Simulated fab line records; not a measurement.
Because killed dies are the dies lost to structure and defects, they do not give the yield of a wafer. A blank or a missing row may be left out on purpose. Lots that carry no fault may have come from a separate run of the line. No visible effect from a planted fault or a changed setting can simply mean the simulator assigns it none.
2 desks, one fault ; flow n5Finfet ; every desk sees just its own numbers, and what lay behind them comes last

## THE DEFECT DESK
Inspection counts along the route, by lot: the mean over sampled wafers that carry a number. Any lot whose mean is over 4 standard deviations away from the usual mean is out of limits and marked OUT; that distance is given in the brackets.
Columns: A = rawDefectCount at N5_MOL_CONTACT_COAG_INSPECT_57, usual 191; B = rawDefectCount at N5_MOL_CONTACT_COAG_INSPECT_42, usual 200
lot;first seen here;A;B
L857;day 5 22:53;156;178
L864;day 7 10:32;416 (+4.6) OUT;435 (+4.6) OUT
L866;day 8 02:47;146;152
L867;day 8 07:01;201;216
L870;day 9 01:25;214;207
L872;day 9 12:57;154;171
L873;day 10 00:15;195;214
L875;day 10 11:25;166;164
L876;day 11 06:09;225;225
This desk's finding: out of limits on L864; first on L864, day 7 10:32 (rawDefectCount at N5_MOL_CONTACT_COAG_INSPECT_57). L857, L866, L867, L870, L872, L873, L875, L876 stayed within limits.

## AT THE METROLOGY DESK
Lot by lot, what the gauges showed, no matter which tool ran the lot: averages of those sampled wafers that carry a number. Any lot whose mean is over 4 standard deviations away from the usual mean is out of limits and marked OUT; that distance is given in the brackets. Shown here are 7 of its 11 readings, the ones lying furthest out on some lot.
Columns: A = DIBL_P at N5_BEOL_M4_RC_MEAS_101, usual 36.5 mV/V; B = IOFF_N at N5_BEOL_M4_RC_MEAS_101, usual 0.154 nA/um; C = IOFF_P at N5_BEOL_M4_RC_MEAS_101, usual 0.202 nA/um; D = ION_P at N5_BEOL_M4_RC_MEAS_101, usual 460 uA/um; E = SS_N at N5_BEOL_M4_RC_MEAS_101, usual 71.6 mV/dec; F = SS_P at N5_BEOL_M4_RC_MEAS_101, usual 73.4 mV/dec; G = VT_P at N5_BEOL_M4_RC_MEAS_101, usual -251.4 mV
lot;first seen here;A;B;C;D;E;F;G
L857;day 5 22:49;36.4;0.141;0.161;446;71.8;73.6;-256.9
L864;day 7 10:29;35.4;0.148;0.209;466;71.3;72.5;-250.7
L866;day 8 02:44;38.9;0.152;0.188;456;71.7;73.5;-253.6
L867;day 8 06:58;35.3;0.146;0.189;460;71.6;72.5;-251.9
L870;day 9 01:22;35.2;0.135;0.194;459;71.2;73.0;-250.0
L872;day 9 12:54;36.9;0.167;0.226;458;72.1;73.3;-250.0
L873;day 10 00:11;36.2;0.145;0.243;462;71.8;73.4;-247.9
L875;day 10 11:22;40.8;0.200;0.252;460;72.5;74.1;-248.8
L876;day 11 06:06;35.3;0.136;0.202;463;71.1;72.5;-249.5
Finding of this desk: none of the 9 lots has anything out of limits.

## PUT TOGETHER
The defect desk could have raised an alarm at day 7 10:32, on L864.
The metrology desk saw nothing out of limits.
The metrology desk has L864 on record, within its limits.
Every lot named ran N5_MOL_CONTACT_COAG_PECVD_31 on pecvd-02.

## WHAT THE SIMULATOR HAD PUT IN
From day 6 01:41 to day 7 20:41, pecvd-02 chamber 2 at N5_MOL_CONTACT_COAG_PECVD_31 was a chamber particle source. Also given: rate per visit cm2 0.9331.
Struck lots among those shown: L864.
Hours from the fault's start to each desk's first reading out of limits: the defect desk, 33.
